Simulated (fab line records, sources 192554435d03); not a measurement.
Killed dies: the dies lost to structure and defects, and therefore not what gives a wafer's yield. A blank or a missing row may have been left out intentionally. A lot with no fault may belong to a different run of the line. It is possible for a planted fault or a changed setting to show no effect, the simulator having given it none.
Split-lot trial :: flow n5 finfet :: 21 wafers read across 7 lots, on a route 1938 steps long

## ABOUT THE SPLIT
At N5_MIM_BOT_LITHO_EXPOSE_05 (exposes mask MIM BOT), the setting dose mj was moved away from the recipe's 24.25 on 7 of the 21 wafers read, by -5.9% to +5.5%. The other wafers ran this setting at the recipe's value.

## FROM THE SPLIT TO THE READING: what the file shows between them, 3 steps
- N5_MIM_BOT_LITHO_PEB_06 (also split here: peb time s)
- N5_MIM_BOT_LITHO_DEVELOP_07: develop time 60 s
- N5_MIM_BOT_LITHO_HARDBAKE_09: time 120 s

## THE READING
Shown in nm: cd nm at N5_MIM_BOT_LITHO_CD_MEAS_08, with target cd 3000 nm. On this fab line, fault-free wafers typically give 2999.7 nm with a standard deviation of 1.9 nm.

wafer: L076.1
tool, chamber at the split: krf scanner-02, 0
dose mj as run: 25.44
against the recipe: +4.9%
cd nm, nm: 3009.4
against lot-mates on the recipe: +9.1

wafer: L076.3
tool, chamber at the split: krf scanner-02, 0
dose mj as run: 25.44
against the recipe: +4.9%
cd nm, nm: 3002.1
against lot-mates on the recipe: +1.8

wafer: L076.6
tool, chamber at the split: krf scanner-02, 0
dose mj as run: 24.25
against the recipe: recipe
cd nm, nm: 3000.3
against lot-mates on the recipe: -

wafer: L080.2
tool, chamber at the split: krf scanner-02, 0
dose mj as run: 24.25
against the recipe: recipe
cd nm, nm: 3000.5
against lot-mates on the recipe: -

wafer: L080.4
tool, chamber at the split: krf scanner-02, 0
dose mj as run: 24.25
against the recipe: recipe
cd nm, nm: 2999.6
against lot-mates on the recipe: -

wafer: L080.6
tool, chamber at the split: krf scanner-02, 0
dose mj as run: 23.25
against the recipe: -4.1%
cd nm, nm: 2992.0
against lot-mates on the recipe: -8.1

wafer: L079.2
tool, chamber at the split: krf scanner-01, 0
dose mj as run: 24.25
against the recipe: recipe
cd nm, nm: 2997.2
against lot-mates on the recipe: -

wafer: L079.3
tool, chamber at the split: krf scanner-01, 0
dose mj as run: 22.83
against the recipe: -5.9%
cd nm, nm: 2989.9
against lot-mates on the recipe: -6.8

wafer: L079.5
tool, chamber at the split: krf scanner-01, 0
dose mj as run: 24.25
against the recipe: recipe
cd nm, nm: 2996.3
against lot-mates on the recipe: -

wafer: L084.3
tool, chamber at the split: krf scanner-01, 0
dose mj as run: 25.58
against the recipe: +5.5%
cd nm, nm: 3010.7
against lot-mates on the recipe: +9.3

wafer: L084.4
tool, chamber at the split: krf scanner-01, 0
dose mj as run: 24.25
against the recipe: recipe
cd nm, nm: 3001.4
against lot-mates on the recipe: -

wafer: L084.6
tool, chamber at the split: krf scanner-01, 0
dose mj as run: 25.58
against the recipe: +5.5%
cd nm, nm: 3010.3
against lot-mates on the recipe: +8.9

wafer: L088.2
tool, chamber at the split: krf scanner-01, 0
dose mj as run: 24.25
against the recipe: recipe
cd nm, nm: 2994.8
against lot-mates on the recipe: -

wafer: L088.4
tool, chamber at the split: krf scanner-01, 0
dose mj as run: 24.25
against the recipe: recipe
cd nm, nm: 2999.1
against lot-mates on the recipe: -

wafer: L088.6
tool, chamber at the split: krf scanner-01, 0
dose mj as run: 24.25
against the recipe: recipe
cd nm, nm: 2996.4
against lot-mates on the recipe: -

wafer: L094.1
tool, chamber at the split: krf scanner-01, 0
dose mj as run: 24.25
against the recipe: recipe
cd nm, nm: 2998.0
against lot-mates on the recipe: -

wafer: L094.3
tool, chamber at the split: krf scanner-01, 0
dose mj as run: 22.89
against the recipe: -5.6%
cd nm, nm: 2988.2
against lot-mates on the recipe: -8.4

wafer: L094.5
tool, chamber at the split: krf scanner-01, 0
dose mj as run: 24.25
against the recipe: recipe
cd nm, nm: 2995.2
against lot-mates on the recipe: -

wafer: L097.1
tool, chamber at the split: krf scanner-01, 0
dose mj as run: 24.25
against the recipe: recipe
cd nm, nm: 2996.5
against lot-mates on the recipe: -

wafer: L097.2
tool, chamber at the split: krf scanner-01, 0
dose mj as run: 24.25
against the recipe: recipe
cd nm, nm: 2996.8
against lot-mates on the recipe: -

wafer: L097.6
tool, chamber at the split: krf scanner-01, 0
dose mj as run: 24.25
against the recipe: recipe
cd nm, nm: 2995.6
against lot-mates on the recipe: -

FIT RESULTS
A straight line over all 21 wafers: cd nm changes by +1.78 nm for each +1% of dose mj; r = +0.92; the points scatter about the line by 2.4 nm.
The same after taking each lot's own level away (the mean of its wafers on the recipe; 21 wafers): +1.43 nm for each +1%; r = +0.93; scatter 1.7 nm.
Per that fit: largest dose mj move, reading shift of 8.4 nm.
Measured against the standard deviation above, the lots' own levels, which go from 2996.30 to 3001.40 nm, span 2.7 times it.
Hence the slope depends on the lot-to-lot level, as the two fits are not the same.
Check: -9.01 nm against its lot-mates is what the line predicts for one of the wafers moved furthest among these (-5.9%) when that wafer is left out of the fit. Against them it came out at -6.85 nm.

## OTHER SPLITS APPLIED TO THESE WAFERS
These wafers also went through other splits before the reading. Each is held against what the fit with the lots' levels taken away leaves over:
other split on the same wafers: N5_BEOL_M11_CURE_72 time s
wafers away from the commonest value: 6
r with cd nm (lot level and that fit taken away): -0.22

other split on the same wafers: N5_BEOL_M12_ETCH_68 time s
wafers away from the commonest value: 8
r with cd nm (lot level and that fit taken away): -0.22

other split on the same wafers: N5_BEOL_M13_COAT_65 spin rpm
wafers away from the commonest value: 8
r with cd nm (lot level and that fit taken away): +0.17

other split on the same wafers: N5_BEOL_M13_COAT_66 spin rpm
wafers away from the commonest value: 4
r with cd nm (lot level and that fit taken away): +0.10

other split on the same wafers: N5_BEOL_M15_SPUTTER_44 power w
wafers away from the commonest value: 6
r with cd nm (lot level and that fit taken away): +0.01

other split on the same wafers: N5_MIM_BOT_LITHO_PEB_06 peb time s
wafers away from the commonest value: as run: not given for these wafers
r with cd nm (lot level and that fit taken away): -

## THE FILE'S OWN FIT
cd nm changes by +1.44 nm for each +1% of dose mj, r = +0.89.
